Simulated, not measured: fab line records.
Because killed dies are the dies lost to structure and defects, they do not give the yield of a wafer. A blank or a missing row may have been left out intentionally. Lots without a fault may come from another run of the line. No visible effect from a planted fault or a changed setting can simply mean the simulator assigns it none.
2 desks, one fault	flow n5-finfet	every desk sees just its own numbers, and what lay behind them comes last

== METROLOGY DESK ==
What the gauges read, lot by lot, whatever tool the lot ran on: means of the sampled wafers that have a number. Any lot whose mean is over 4 standard deviations away from the usual mean is out of limits and marked OUT; that distance is given in the brackets.
Columns: A = cd-nm at N5_PASSIVATION_CD_MEAS_10, usual 3000 nm
lot	first seen here	A
L942	day 12 22:40	3000
L943	day 13 04:36	2998
L945	day 13 13:02	3002
L947	day 13 23:22	2998
L948	day 14 05:22	3000
L950	day 14 13:40	3001
L951	day 14 23:04	3000
L959	day 16 11:35	3001
L960	day 17 00:34	2999
L961	day 17 05:29	2996
L965	day 18 22:27	3000
This desk found nothing out of limits on any of the 11 lots.

== TOOL OWNER'S DESK, wet-bench-02 ==
The tool's own readings at N5_BEOL_M1_HM_STRIP_39 (strips TiN in peroxide tin strip, target depth 25 nm, time 158 s): means of the sampled wafers that have a number, for each lot that ran on this tool. Any lot whose mean is over 4 standard deviations away from the usual mean is out of limits and marked OUT; that distance is given in the brackets.
Columns: A = bath-heat-duty-pct at N5_BEOL_M1_HM_STRIP_39, usual 7.2 %
lot	first seen here	A
L943	day 6 17:07	7.4
L950	day 8 14:32	8.3
L951	day 8 20:40	7.7
L959	day 10 13:47	7.0
This desk found nothing out of limits on any of the 4 lots.

== PUT TOGETHER ==
Nothing out of limits was seen by the metrology desk.
Nothing out of limits was seen by the tool owner's desk.

== WHAT WAS PUT IN BY THE SIMULATOR ==
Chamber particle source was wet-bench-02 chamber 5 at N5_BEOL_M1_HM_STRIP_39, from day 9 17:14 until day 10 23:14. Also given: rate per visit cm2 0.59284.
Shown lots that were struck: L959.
